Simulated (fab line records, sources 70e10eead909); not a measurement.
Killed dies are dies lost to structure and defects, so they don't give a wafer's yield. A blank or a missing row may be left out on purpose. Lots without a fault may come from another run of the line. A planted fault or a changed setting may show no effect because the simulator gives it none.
A struck lot beside a sound one | flow nand_harc | 20 steps out of a route of 1302
Sound: wafers L259.3, L259.4, L259.6. Struck: wafers L272.1, L272.2, L272.3. The cause comes at the end.
At each step with rows: each side's tool, then ch and its chambers, then its first start. Under that, the readings that differ: sound wafers | struck wafers | difference of the means | sigmas: that difference in standard deviations of wafers without a fault.
alike: readings whose means differ by less than 2 such deviations, and words and numbers that are the same on both sides. not compared: withheld readings, readings that some wafer has no value for, bounds like >300 that may hide the same value, and numbers for which the record gives no deviation and whose values overlap.
The two part at a step that has a row with sigmas, a row that says differs or no value, or rows on one side only. Numbers that don't overlap but have no deviation are shown without sigmas and don't part them. A reading that every wafer of one side lacks parts them only if that side has two wafers or more.

NHARC_P_GATE_CD_MEAS_59: target cd 720 nm.
  sound on cd_sem-01 ch 0, day 6 01:48; struck on cd_sem-03 ch 0, day 11 19:20
  alike: cd_nm
then, 1 step without rows for these wafers: NHARC_P_GATE_HARDBAKE_60 (time 80 s).
NHARC_P_GATE_DESCUM_61: chemistry O2, time 3 s.
  sound on rie_diel-01 ch 0,2, day 6 01:59; struck on rie_diel-01 ch 0,1,2, day 11 19:30
  alike: chamber_pressure_mTorr, drypump_motor_current_A, oes_product_au, rf_vpp_V, showerhead_plenum_p_Torr, throttle_valve_pct
  not compared: rf_hours_counter_h
then, 1 step without rows for these wafers: NHARC_P_GATE_IMPLANT_62.
NHARC_P_GATE_STRIP_112: strips in N2/H2, time 200 s.
  sound on plasma_asher-01 ch 0,1, day 6 02:26; struck on plasma_asher-01 ch 0,1, day 11 19:52
  alike: drypump_motor_current_A, heater_power_w
  not compared: rf_hours_counter_h
NHARC_P_GATE_STRIP_76: strips in O2.
  sound on plasma_asher-01 ch 0,1, day 6 02:38; struck on plasma_asher-01 ch 0,1, day 11 20:08
  alike: drypump_motor_current_A, heater_power_w
  not compared: rf_hours_counter_h
then, 6 steps without rows for these wafers: NHARC_P_GATE_STRIP_63 (strips in SPM, time 900 s); NHARC_P_GATE_DEHYDRATE_83 (time 120 s); NHARC_P_GATE_HMDS_84 (time 30 s); NHARC_P_GATE_COAT_85; NHARC_P_GATE_SOFTBAKE_86 (time 95 s); NHARC_P_GATE_EBR_87.
NHARC_P_GATE_EXPOSE_88: exposes mask P HVN, target cd 2000 nm.
  sound on krf_scanner-04 ch 0, day 6 03:23; struck on krf_scanner-04 ch 0, day 11 20:53
  reading | sound                   | struck                           | difference | sigmas
  mask    | P_HVN#0 P_HVN#0 P_HVN#0 | P_HVN_R1#0 P_HVN_R1#0 P_HVN_R1#0 | differs    |
  alike: focus_offset_nm
then, 2 steps without rows for these wafers: NHARC_P_GATE_PEB_89 (peb time 85 s); NHARC_P_GATE_DEVELOP_90 (time 70 s).
NHARC_P_GATE_CD_MEAS_91: target cd 2000 nm.
  sound on cd_sem-03 ch 0, day 6 03:32; struck on cd_sem-03 ch 0, day 11 21:02
  reading    | sound                | struck               | difference | sigmas
  cd_nm (nm) | 1999.6 1999.0 2003.6 | 2247.4 2248.6 2247.8 | +247.2     | +99 or more
then, 1 step without rows for these wafers: NHARC_P_GATE_HARDBAKE_92 (time 80 s).
NHARC_P_GATE_DESCUM_93: chemistry O2, time 3 s.
  sound on rie_diel-01 ch 0,1, day 6 03:41; struck on rie_diel-02 ch 0,1,3, day 11 21:12
  reading                 | sound          | struck         | difference | sigmas
  model.P_GATE.cd_nm (nm) | 2001 2000 2003 | 2248 2249 2247 | +247       |
  alike: chamber_pressure_mTorr, drypump_motor_current_A, oes_product_au, rf_vpp_V, showerhead_plenum_p_Torr, throttle_valve_pct
  not compared: rf_hours_counter_h
then, 1 step without rows for these wafers: NHARC_P_GATE_IMPLANT_94.
-- the record jumps here: 20 days lie between the struck wafers' starts before and after (it left off in module P_GATE and takes up again in module END, whose first step shown is number 1302 of the route) --
NHARC_END_SORT_01:
  the record has rows for the struck wafers here (prober-01 ch 0, day 31 19:11) and none for the sound ones

WHERE THEY PART
First at NHARC_P_GATE_EXPOSE_88; last, within this record, at NHARC_END_SORT_01.

WHY: what the simulator had put in
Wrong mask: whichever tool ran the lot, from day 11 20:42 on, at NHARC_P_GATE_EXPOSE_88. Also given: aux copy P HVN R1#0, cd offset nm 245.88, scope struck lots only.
